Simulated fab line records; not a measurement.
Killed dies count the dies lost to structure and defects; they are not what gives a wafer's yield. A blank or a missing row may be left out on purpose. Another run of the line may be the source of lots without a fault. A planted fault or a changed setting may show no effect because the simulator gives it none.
Comparing a struck lot with a sound one :: flow nand_harc :: 14 steps out of a route of 1302
Sound: the wafers L162.2, L162.4, L162.5. Struck: wafer L165.3. (L165.6 of the same lot was not struck and is left out.) The cause comes at the end.
At each step with rows: each side's tool, then ch and its chambers, then its first start. Under that, the readings that differ: sound wafers :: struck wafers :: difference of the means :: sigmas: that difference in standard deviations of wafers without a fault.
alike: same words and numbers on both sides, and readings whose means sit less than 2 such deviations apart. not compared: any withheld reading, any reading some wafer has no value for, any bound like >300 that may hide the same value, and any number with overlapping values for which the record gives no deviation.
Wherever a step has rows on one side only, a row that says differs or no value, or a row with sigmas, the two part there. Numbers that have no deviation but don't overlap get no sigmas and don't part them. A reading missing from all wafers of one side parts the sides only when that side holds two or more wafers.

first, 5 steps without rows for these wafers: NHARC_A_SGD_CUT_SOFTBAKE_04 (time 55 s); NHARC_A_SGD_CUT_EBR_05; NHARC_A_SGD_CUT_EXPOSE_06 (exposes mask SGD); NHARC_A_SGD_CUT_PEB_07 (peb time 65 s); NHARC_A_SGD_CUT_DEVELOP_08 (develop time 35 s).
NHARC_A_SGD_CUT_CD_MEAS_09: target cd 100 nm.
  sound on cd_sem-01 ch 0, day 24 06:01; struck on cd_sem-02 ch 0, day 24 21:09
  alike: cd_nm
NHARC_A_SGD_CUT_OVL_MEAS_10:
  struck on overlay-01, day 24 21:14; sound on overlay-01, day 24 06:05
  alike: overlay_x_nm, overlay_y_nm
NHARC_A_SGD_CUT_INSPECT_11:
  struck on defect_inspect-02, day 24 21:16; sound on defect_inspect-01, day 24 06:08
  alike: raw_defect_count
NHARC_A_SGD_CUT_DESCUM_14: chemistry O2, time 3 s.
  sound on rie_diel-13 ch 1,2,3, day 24 06:12; struck on rie_diel-05 ch 3, day 24 21:20
  alike: drypump_motor_current_A, oes_product_au, rf_vpp_V, showerhead_plenum_p_Torr, throttle_valve_pct
  not compared: rf_hours_counter_h
NHARC_A_SGD_CUT_ETCH_58: etches the open film in CF4, target depth 39 nm, time 65 s.
  sound on rie_diel-13 ch 0,1,2, day 24 06:17; struck on rie_diel-05 ch 1, day 24 21:25
  alike: drypump_motor_current_A, oes_product_au, rf_vpp_V, showerhead_plenum_p_Torr, throttle_valve_pct
  not compared: rf_hours_counter_h
NHARC_A_SGD_CUT_ETCH_59: etches the open film in N2/H2, target depth 260 nm, time 406.25 s.
  sound on rie_diel-13 ch 1,2,3; struck on rie_diel-05 ch 0
  alike: drypump_motor_current_A, oes_product_au, rf_vpp_V, showerhead_plenum_p_Torr, throttle_valve_pct
  not compared: rf_hours_counter_h
NHARC_A_SGD_CUT_ETCH_15: etches the open film in CH3F/O2, target depth 75 nm, time 64.3 s.
  sound on rie_diel-13 ch 0,1,2; struck on rie_diel-05 ch 3
  alike: ch3f_flow_sccm, drypump_motor_current_A, oes_product_au, rf_vpp_V, showerhead_plenum_p_Torr, throttle_valve_pct
  not compared: rf_hours_counter_h
NHARC_A_SGD_CUT_ETCH_16: etches the open film in C4F8/O2/Ar, target depth 310.5 nm, time 155.2 s.
  sound on rie_diel-13 ch 1,2, day 24 06:46; struck on rie_diel-05 ch 1, day 24 21:56
reading: oes_product_au (a.u.)
sound: 0.971 0.969 0.965
struck: 1.074
difference: +0.106
sigmas: +7
  alike: rf_vpp_V
  not compared: rf_hours_counter_h
then, 1 step without rows for these wafers: NHARC_A_SGD_CUT_STRIP_60 (strips in C4F8/O2/Ar).

WHERE THEY PART
NHARC_A_SGD_CUT_ETCH_16 only, going by this record.

WHY: the cause the simulator had injected
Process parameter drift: rie_diel-05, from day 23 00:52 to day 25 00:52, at NHARC_A_SGD_CUT_ETCH_16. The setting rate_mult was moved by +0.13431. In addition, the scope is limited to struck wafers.
